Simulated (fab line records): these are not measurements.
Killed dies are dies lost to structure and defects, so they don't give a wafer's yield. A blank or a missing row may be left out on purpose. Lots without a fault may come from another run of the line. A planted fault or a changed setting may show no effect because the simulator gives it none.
Split-lot experiment + flow n5Finfet + 39 wafers read across 7 lots, on a route 1938 steps long

== ON THE SPLIT ==
At N5_MOL_CONTACT_COAG_ETCH_106 (etches SOC in N2/H2, target depth 80 nm, overetch 16 nm, time 120 s), the setting targetDepthA was moved away from the recipe's 800 angstrom on 15 of the 39 wafers read, by -7.8% to +10.4%. The other wafers ran this setting at the recipe's value.

The split's own step is where the reading is taken.

== THE READING ==
SiARC_of_MOL_CONTACT_COAG_COAT_104.thkNm (the simulator's own value, which no gauge read), in nm, at N5_MOL_CONTACT_COAG_ETCH_106 (etches SOC in N2/H2, target depth 80 nm, overetch 16 nm, time 120 s). The file gives no usual value for it. The 24 wafers here that ran the recipe average 6.3 nm, standard deviation 0.097 nm.

| wafer  | tool, chamber at the split | targetDepthA as run, angstrom | against the recipe | SiARC_of_MOL_CONTACT_COAG_COAT_104.thkNm, nm | against lot-mates on the recipe |
|--------|----------------------------|-------------------------------|--------------------|----------------------------------------------|---------------------------------|
| L079.1 | rieDiel-01, 1,2,1          | 883.2                         | +10.4%             | 5.8                                          | -0.5                            |
| L079.3 | rieDiel-01, 1,2,1          | 883.2                         | +10.4%             | 5.8                                          | -0.5                            |
| L079.6 | rieDiel-01, 1,2,1          | 883.2                         | +10.4%             | 5.8                                          | -0.5                            |
| L079.2 | rieDiel-01, 0,2            | 800                           | recipe             | 6.2                                          | -                               |
| L079.5 | rieDiel-01, 0,2            | 800                           | recipe             | 6.2                                          | -                               |
| L079.4 | rieDiel-01, 0              | 800                           | recipe             | 6.4                                          | -                               |
| L081.1 | rieDiel-01, 1,0,1          | 737.9                         | -7.8%              | 6.8                                          | +0.4                            |
| L081.5 | rieDiel-01, 1,0,1          | 737.9                         | -7.8%              | 6.8                                          | +0.4                            |
| L081.6 | rieDiel-01, 1,0,1          | 737.9                         | -7.8%              | 6.8                                          | +0.4                            |
| L081.2 | rieDiel-01, 2,0,2          | 800                           | recipe             | 6.4                                          | -                               |
| L081.3 | rieDiel-01, 2,0,2          | 800                           | recipe             | 6.4                                          | -                               |
| L081.4 | rieDiel-01, 2,0,2          | 800                           | recipe             | 6.4                                          | -                               |
| L083.3 | rieDiel-02, 1,3,3          | 800                           | recipe             | 6.2                                          | -                               |
| L083.4 | rieDiel-02, 1,3,3          | 800                           | recipe             | 6.2                                          | -                               |
| L083.5 | rieDiel-02, 1,3,3          | 800                           | recipe             | 6.2                                          | -                               |
| L085.1 | rieDiel-02, 0,3            | 800                           | recipe             | 6.2                                          | -                               |
| L085.2 | rieDiel-02, 0,3            | 800                           | recipe             | 6.2                                          | -                               |
| L085.3 | rieDiel-02, 2,0            | 766.8                         | -4.2%              | 6.4                                          | +0.1                            |
| L085.5 | rieDiel-02, 2,0            | 766.8                         | -4.2%              | 6.4                                          | +0.1                            |
| L085.4 | rieDiel-02, 1              | 800                           | recipe             | 6.4                                          | -                               |
| L085.6 | rieDiel-02, 3              | 766.8                         | -4.2%              | 6.6                                          | +0.3                            |
| L087.1 | rieDiel-01, 1,2            | 772.8                         | -3.4%              | 6.4                                          | +0.2                            |
| L087.5 | rieDiel-01, 1,2            | 772.8                         | -3.4%              | 6.4                                          | +0.2                            |
| L087.2 | rieDiel-01, 2,3,3          | 800                           | recipe             | 6.2                                          | -                               |
| L087.3 | rieDiel-01, 2,3,3          | 800                           | recipe             | 6.2                                          | -                               |
| L087.6 | rieDiel-01, 2,3,3          | 800                           | recipe             | 6.2                                          | -                               |
| L087.4 | rieDiel-01, 1              | 772.8                         | -3.4%              | 6.6                                          | +0.4                            |
| L092.1 | rieDiel-02, 1,3,1          | 800                           | recipe             | 6.4                                          | -                               |
| L092.3 | rieDiel-02, 1,3,1          | 800                           | recipe             | 6.4                                          | -                               |
| L092.6 | rieDiel-02, 1,3,1          | 800                           | recipe             | 6.4                                          | -                               |
| L092.2 | rieDiel-02, 0,2,0          | 800                           | recipe             | 6.2                                          | -                               |
| L092.4 | rieDiel-02, 0,2,0          | 800                           | recipe             | 6.2                                          | -                               |
| L092.5 | rieDiel-02, 0,2,0          | 800                           | recipe             | 6.2                                          | -                               |
| L093.1 | rieDiel-01, 1              | 800                           | recipe             | 6.4                                          | -                               |
| L093.2 | rieDiel-01, 2              | 773.1                         | -3.4%              | 6.6                                          | +0.3                            |
| L093.3 | rieDiel-01, 3,0            | 800                           | recipe             | 6.2                                          | -                               |
| L093.4 | rieDiel-01, 3,0            | 800                           | recipe             | 6.2                                          | -                               |
| L093.5 | rieDiel-01, 0,3            | 773.1                         | -3.4%              | 6.4                                          | +0.1                            |
| L093.6 | rieDiel-01, 0,3            | 773.1                         | -3.4%              | 6.4                                          | +0.1                            |
Where a row lists several chambers, the file gives one row for several wafers and doesn't say which wafer went through which chamber.

THE FIT
A straight line over all 39 wafers: SiARC_of_MOL_CONTACT_COAG_COAT_104.thkNm changes by -0.0527 nm for each +1% of targetDepthA; r = -0.91; the points scatter about the line by 0.098 nm.
The same after taking each lot's own level away (the mean of its wafers on the recipe; 39 wafers): -0.0491 nm for each +1%; r = -0.92; scatter 0.082 nm.
The reading moves by 0.51 nm for the largest change in targetDepthA, on that fit.
From 6.20 to 6.40 nm: that is the span of the lots' own levels, equal to 2.1 times the standard deviation above.
The two slopes agree, so the slope changes little with the lot-to-lot level.
Check: -0.505 nm against its lot-mates is what the line predicts for one of the wafers moved furthest among these (+10.4%) when that wafer is left out of the fit. It came out at -0.467 nm against them.

== THE OTHER SPLITS THESE WAFERS WENT THROUGH ==
Before the reading, these wafers also passed through other splits. Each is held against what the fit with the lots' levels taken away leaves over:
| other split on the same wafers   | wafers away from the commonest value | r with SiARC_of_MOL_CONTACT_COAG_COAT_104.thkNm (lot level and that fit taken away) |
|----------------------------------|--------------------------------------|-------------------------------------------------------------------------------------|
| N5_FIN_SAQP_ETCH_34 sourceW      | 12                                   | -0.20                                                                               |
| N5_FIN_SAQP_FIN_ETCH_36 biasW    | 12                                   | -0.05                                                                               |
| N5_GATE_CUT_ETCH_56 targetDepthA | 9                                    | +0.11                                                                               |

== FILE'S OWN FIT ==
SiARC_of_MOL_CONTACT_COAG_COAT_104.thkNm changes by -0.0497 nm for each +1% of targetDepthA, r = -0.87.
